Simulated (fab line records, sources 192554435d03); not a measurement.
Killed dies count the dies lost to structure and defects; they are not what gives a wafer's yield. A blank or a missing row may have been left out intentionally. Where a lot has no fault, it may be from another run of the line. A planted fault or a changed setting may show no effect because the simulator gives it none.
Split-lot study || flow n5Finfet || 7 lots, 21 wafers read, on a route of 1938 steps

ABOUT THE SPLIT
At N5_SD_EPI_P_COAT_35 (time 60 s, resist thk 35 nm), the setting spinRpm was moved away from the recipe's 1500 rpm on 7 of the 21 wafers read, by -9.7% to +9.9%. This setting was run at the recipe's value on the other wafers.

FROM THE SPLIT TO THE READING: what the file shows between them, 6 steps
- N5_SD_EPI_P_COAT_03: resist thk 150 nm
- N5_SD_EPI_P_EBR_05
- N5_SD_EPI_P_DESCUM_14: chemistry O2, time 7.9 s
- N5_SD_EPI_P_ETCH_36: etches SiARC in CF4, target depth 45.5 nm, time 75.8 s
- N5_SD_EPI_P_ETCH_37: etches SOC in N2/H2, overetch 108 nm, time 486 s
- N5_SD_EPI_P_STRIP_38: strips in N2/H2

THE READING
SiARC_of_SD_EPI_P_COAT_35.thkNm (the simulator's own value, which no gauge read), in nm, at N5_SD_EPI_P_ETCHBACK_46 (etches SiNx in CH3F/O2, stops on SiO2, target depth 17.5 nm). No usual value for it is given in the file. The 14 wafers here that ran the recipe average 15.3 nm, standard deviation 0.33 nm.

{"wafer": "L078.1", "tool, chamber at the split": "lithoTrack-04, 0", "spinRpm as run, rpm": 1500, "against the recipe": "recipe", "SiARC_of_SD_EPI_P_COAT_35.thkNm, nm": 15.4, "against lot-mates on the recipe": "-"}
{"wafer": "L078.4", "tool, chamber at the split": "lithoTrack-04, 0", "spinRpm as run, rpm": 1359, "against the recipe": "-9.4%", "SiARC_of_SD_EPI_P_COAT_35.thkNm, nm": 17.2, "against lot-mates on the recipe": "+1.7"}
{"wafer": "L078.5", "tool, chamber at the split": "lithoTrack-04, 0", "spinRpm as run, rpm": 1500, "against the recipe": "recipe", "SiARC_of_SD_EPI_P_COAT_35.thkNm, nm": 15.6, "against lot-mates on the recipe": "-"}
{"wafer": "L085.2", "tool, chamber at the split": "lithoTrack-01, 0", "spinRpm as run, rpm": 1500, "against the recipe": "recipe", "SiARC_of_SD_EPI_P_COAT_35.thkNm, nm": 15.6, "against lot-mates on the recipe": "-"}
{"wafer": "L085.4", "tool, chamber at the split": "lithoTrack-01, 0", "spinRpm as run, rpm": 1500, "against the recipe": "recipe", "SiARC_of_SD_EPI_P_COAT_35.thkNm, nm": 15, "against lot-mates on the recipe": "-"}
{"wafer": "L085.6", "tool, chamber at the split": "lithoTrack-01, 0", "spinRpm as run, rpm": 1500, "against the recipe": "recipe", "SiARC_of_SD_EPI_P_COAT_35.thkNm, nm": 15.2, "against lot-mates on the recipe": "-"}
{"wafer": "L086.1", "tool, chamber at the split": "lithoTrack-01, 0", "spinRpm as run, rpm": 1649, "against the recipe": "+9.9%", "SiARC_of_SD_EPI_P_COAT_35.thkNm, nm": 14, "against lot-mates on the recipe": -1.2}
{"wafer": "L086.3", "tool, chamber at the split": "lithoTrack-01, 0", "spinRpm as run, rpm": 1649, "against the recipe": "+9.9%", "SiARC_of_SD_EPI_P_COAT_35.thkNm, nm": 13.6, "against lot-mates on the recipe": -1.6}
{"wafer": "L086.6", "tool, chamber at the split": "lithoTrack-01, 0", "spinRpm as run, rpm": 1500, "against the recipe": "recipe", "SiARC_of_SD_EPI_P_COAT_35.thkNm, nm": 15.2, "against lot-mates on the recipe": "-"}
{"wafer": "L087.2", "tool, chamber at the split": "lithoTrack-01, 0", "spinRpm as run, rpm": 1355, "against the recipe": "-9.7%", "SiARC_of_SD_EPI_P_COAT_35.thkNm, nm": 16.8, "against lot-mates on the recipe": "+2.2"}
{"wafer": "L087.6", "tool, chamber at the split": "lithoTrack-01, 0", "spinRpm as run, rpm": 1355, "against the recipe": "-9.7%", "SiARC_of_SD_EPI_P_COAT_35.thkNm, nm": 16.8, "against lot-mates on the recipe": "+2.2"}
{"wafer": "L087.3", "tool, chamber at the split": "lithoTrack-01, 0", "spinRpm as run, rpm": 1500, "against the recipe": "recipe", "SiARC_of_SD_EPI_P_COAT_35.thkNm, nm": 14.6, "against lot-mates on the recipe": "-"}
{"wafer": "L091.2", "tool, chamber at the split": "lithoTrack-04, 0", "spinRpm as run, rpm": 1500, "against the recipe": "recipe", "SiARC_of_SD_EPI_P_COAT_35.thkNm, nm": 16, "against lot-mates on the recipe": "-"}
{"wafer": "L091.3", "tool, chamber at the split": "lithoTrack-04, 0", "spinRpm as run, rpm": 1500, "against the recipe": "recipe", "SiARC_of_SD_EPI_P_COAT_35.thkNm, nm": 15.2, "against lot-mates on the recipe": "-"}
{"wafer": "L091.4", "tool, chamber at the split": "lithoTrack-04, 0", "spinRpm as run, rpm": 1500, "against the recipe": "recipe", "SiARC_of_SD_EPI_P_COAT_35.thkNm, nm": 15.8, "against lot-mates on the recipe": "-"}
{"wafer": "L095.1", "tool, chamber at the split": "lithoTrack-04, 0", "spinRpm as run, rpm": 1417, "against the recipe": "-5.5%", "SiARC_of_SD_EPI_P_COAT_35.thkNm, nm": 16.2, "against lot-mates on the recipe": "+1.0"}
{"wafer": "L095.2", "tool, chamber at the split": "lithoTrack-04, 0", "spinRpm as run, rpm": 1500, "against the recipe": "recipe", "SiARC_of_SD_EPI_P_COAT_35.thkNm, nm": 15.2, "against lot-mates on the recipe": "-"}
{"wafer": "L095.3", "tool, chamber at the split": "lithoTrack-04, 0", "spinRpm as run, rpm": 1500, "against the recipe": "recipe", "SiARC_of_SD_EPI_P_COAT_35.thkNm, nm": 15.2, "against lot-mates on the recipe": "-"}
{"wafer": "L097.1", "tool, chamber at the split": "lithoTrack-01, 0", "spinRpm as run, rpm": 1500, "against the recipe": "recipe", "SiARC_of_SD_EPI_P_COAT_35.thkNm, nm": 15.4, "against lot-mates on the recipe": "-"}
{"wafer": "L097.4", "tool, chamber at the split": "lithoTrack-01, 0", "spinRpm as run, rpm": 1500, "against the recipe": "recipe", "SiARC_of_SD_EPI_P_COAT_35.thkNm, nm": 15.4, "against lot-mates on the recipe": "-"}
{"wafer": "L097.2", "tool, chamber at the split": "lithoTrack-01, 0", "spinRpm as run, rpm": 1575, "against the recipe": "+5.0%", "SiARC_of_SD_EPI_P_COAT_35.thkNm, nm": 14.2, "against lot-mates on the recipe": -1.2}

FIT RESULTS
A straight line over all 21 wafers: SiARC_of_SD_EPI_P_COAT_35.thkNm changes by -0.164 nm for each +1% of spinRpm; r = -0.94; the points scatter about the line by 0.32 nm.
The same after taking each lot's own level away (the mean of its wafers on the recipe; 21 wafers): -0.184 nm for each +1%; r = -0.96; scatter 0.27 nm.
Per that fit: largest spinRpm move, reading shift of 1.8 nm.
From 14.60 to 15.67 nm: that is the span of the lots' own levels, equal to 3.2 times the standard deviation above.
So the slope is not independent of the lot-to-lot level: the two fits are not the same.
Check: with one of the wafers moved furthest among these (+9.9%) left out of the fit, the line predicts -1.95 nm for it against its lot-mates. Against them it came out at -1.2 nm.

THE WHOLE CHAIN: every reading that the file lists as answering this split, in the file's order
{"step": "N5_SD_EPI_P_COAT_35", "what it does": "time 60 s, resist thk 35 nm", "reading": "SiARC_of_SD_EPI_P_COAT_35.thkNm (the simulator's own value, which no gauge read)", "change (the file's fit)": "-0.181 nm for each +1% of the setting", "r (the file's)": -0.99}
{"step": "N5_SD_EPI_P_ETCH_36", "what it does": "etches SiARC in CF4, target depth 45.5 nm, time 75.8 s", "reading": "etchRfOnTimeS", "change (the file's fit)": "withheld for each +1% of the setting", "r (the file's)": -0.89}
{"step": "N5_SD_EPI_P_ETCH_36", "what it does": "etches SiARC in CF4, target depth 45.5 nm, time 75.8 s", "reading": "etch.depthNm (the simulator's own value, which no gauge read)", "change (the file's fit)": "-0.183 nm for each +1% of the setting", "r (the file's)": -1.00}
{"step": "N5_SD_EPI_P_ETCH_36", "what it does": "etches SiARC in CF4, target depth 45.5 nm, time 75.8 s", "reading": "CAR-ArF-block_of_SD_EPI_P_COAT_03.thkNm (the simulator's own value, which no gauge read)", "change (the file's fit)": "+0.149 nm for each +1% of the setting", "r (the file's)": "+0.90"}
{"step": "N5_SD_EPI_P_ETCH_37", "what it does": "etches SOC in N2/H2, overetch 108 nm, time 486 s", "reading": "SiARC_of_SD_EPI_P_COAT_35.thkNm (the simulator's own value, which no gauge read)", "change (the file's fit)": "-0.197 nm for each +1% of the setting", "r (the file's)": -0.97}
{"step": "N5_SD_EPI_P_ETCHBACK_46", "what it does": "etches SiNx in CH3F/O2, stops on SiO2, target depth 17.5 nm", "reading": "SiARC_of_SD_EPI_P_COAT_35.thkNm (the simulator's own value, which no gauge read)", "change (the file's fit)": "-0.187 nm for each +1% of the setting", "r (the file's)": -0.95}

FILE'S OWN FIT
SiARC_of_SD_EPI_P_COAT_35.thkNm changes by -0.187 nm for each +1% of spinRpm, r = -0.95.
